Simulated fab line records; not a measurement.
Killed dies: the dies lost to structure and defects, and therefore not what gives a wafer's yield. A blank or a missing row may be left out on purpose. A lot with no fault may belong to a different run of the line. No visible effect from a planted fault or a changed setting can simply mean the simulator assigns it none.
Matching of chambers | flow n5-finfet | N5_BEOL_M1_STRIP_36 on rie-diel-05 has 4 sister chambers
The step strips in N2/H2. 4 wafers are shown with their chamber, then 7 later ones without.

== EACH WAFER AND ITS CHAMBER ==
wafer  | chamber | showerhead-plenum-p-Torr (Torr)
L076.4 | 2       | 2.39
L087.2 | 1       | 2.68
L089.2 | 0       | 2.49
L089.3 | 3       | 2.58

== WAFERS WHOSE CHAMBER IS MISSING ==
wafer  | showerhead-plenum-p-Torr (Torr)
L089.5 | 2.68
L093.1 | 2.67
L093.2 | 2.70
L093.6 | 2.67
L096.1 | 2.57
L096.2 | 2.67
L096.4 | 2.70

== EACH ONE'S CHAMBER ==
wafer  | from the rows above | in truth
L089.5 | 1                   | 1
L093.1 | 1                   | 1
L093.2 | 1                   | 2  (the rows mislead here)
L093.6 | 1                   | 1
L096.1 | 3                   | 3
L096.2 | 1                   | 1
L096.4 | 1                   | 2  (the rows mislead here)
Placed correctly: 5 of 7. Can't be placed from these rows: 0. Placed wrongly: 2.
How it was worked out, from the rows above alone: a wafer's distance from a chamber is the root of the sum, over the readings, of the square of ((its reading less the chamber's mean) divided by the reading's scatter). If the next closest chamber is less than 2 further off than the closest, the wafer can't be placed; otherwise it belongs to the closest. Each chamber's mean is taken over the wafers shown for it. The scatter: root of mean squared gap, hidden wafer to nearest shown wafer, with one shown wafer a chamber.
